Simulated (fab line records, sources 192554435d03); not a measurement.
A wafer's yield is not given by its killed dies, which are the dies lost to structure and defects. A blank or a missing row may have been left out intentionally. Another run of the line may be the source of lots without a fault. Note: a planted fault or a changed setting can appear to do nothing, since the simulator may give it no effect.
Which tool did it? | flow n5 finfet | 12 lots, 36 wafers sampled, at 1 step of a route of 1938

== WHAT THE GAUGES READ, wafer by wafer ==
N5_BEOL_M0_CUTY_OVL_MEAS_58.
lot  | measured     | on         | M0_ABLK_OVL (nm)
L075 | day 5 23:47  | overlay-02 | 0.9 1.8 0.6
L077 | day 6 08:05  | overlay-01 | -0.2 -0.6 -0.2
L079 | day 7 07:49  | overlay-02 | -0.5 0.9 -0.5
L081 | day 7 16:40  | overlay-01 | 0.0 0.2 0.0
L083 | day 7 22:08  | overlay-01 | -0.1 0.2 -0.4
L085 | day 8 17:43  | overlay-01 | -0.9 -0.2 -0.4
L087 | day 9 07:28  | overlay-02 | -0.9 -0.8 -1.1
L089 | day 9 14:32  | overlay-02 | -1.6 -0.7 -0.5
L091 | day 9 20:33  | overlay-02 | -0.1 0.1 -0.3
L093 | day 10 11:58 | overlay-02 | -0.9 -1.0 -0.3
L095 | day 11 05:24 | overlay-01 | -0.5 -0.6 -0.9
L097 | day 11 12:23 | overlay-01 | -0.1 -1.0 -1.1

== WHICH TOOL RAN EACH LOT (tool, then ch and the chambers of the sampled wafers, then the start) ==
Record: no process step prior to these readings.

== THE ANSWER, worked out from the rows above alone ==
Rule: usual is defined by the lots themselves. The widest of any qualifying gaps counts: lots, ordered by their means at a reading, are off when they make up no more than a third of the lots, leave a main group of 4 or more, and stand apart from it by 3 or more times the standard deviation of that group's means. A main group is skipped when, at the precision printed for the reading in the tables above, its means are all equal. A lot without any number at a reading at which 4 lots or more have one is off too. Where the step has rows for the other lots, those lots are counted as sound.
None of the lots is off at any reading shown; this tells nothing.

== WHAT THE SIMULATOR HAD INSERTED ==
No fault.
